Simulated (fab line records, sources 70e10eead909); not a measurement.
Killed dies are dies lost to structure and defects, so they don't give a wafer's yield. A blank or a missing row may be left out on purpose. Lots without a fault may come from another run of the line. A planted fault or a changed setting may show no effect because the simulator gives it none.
Chamber matching | flow nand_harc | NHARC_A_CHANNEL_FILL_D2_STRIP_28 on rie_diel-08: 4 sister chambers
The step strips in O2, time 20 s. 8 wafers are shown with their chamber, then 8 later ones without.

WAFERS WITH THEIR CHAMBER
wafer  | chamber | drypump_motor_current_A (A) | rf_vpp_V (V)
L077.5 | 3       | 6.1                         | 57.4
L082.1 | 2       | 5.1                         | 55.5
L082.3 | 0       | 5.7                         | 58.7
L082.4 | 1       | 5.7                         | 57.6
L083.1 | 3       | 6.2                         | 58.4
L083.2 | 1       | 5.7                         | 57.7
L083.3 | 0       | 5.7                         | 58.0
L083.4 | 2       | 5.1                         | 58.9

WAFERS WITHOUT THEIR CHAMBER
wafer  | drypump_motor_current_A (A) | rf_vpp_V (V)
L083.5 | 5.7                         | 57.5
L083.6 | 5.1                         | 56.7
L086.3 | 5.2                         | 57.3
L086.5 | 6.2                         | 57.4
L086.6 | 5.7                         | 57.9
L091.1 | 6.2                         | 57.7
L091.3 | 5.7                         | 57.4
L091.5 | 6.1                         | 58.9

WHICH CHAMBER EACH WENT THROUGH
wafer  | from the rows above     | in truth
L083.5 | can't be placed: 1 or 0 | 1
L083.6 | 2                       | 2
L086.3 | 2                       | 2
L086.5 | 3                       | 3
L086.6 | can't be placed: 1 or 0 | 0
L091.1 | 3                       | 3
L091.3 | can't be placed: 1 or 0 | 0
L091.5 | 3                       | 3
Placed correctly: 5 of 8. Can't be placed from these rows: 3 (the true chamber is among the candidates in 3). Placed wrongly: 0.
How it was worked out, from the rows above alone: a wafer's distance from a chamber is the root of the sum, over the readings, of the square of ((its reading less the chamber's mean) divided by the reading's scatter). The wafer belongs to the nearest chamber; if the next one is less than 2 further off, it can't be placed. A chamber's mean is the mean of its shown wafers. The scatter: the root of (the sum of the squares of (reading less its chamber's mean) over the shown wafers, divided by (wafers less chambers)).
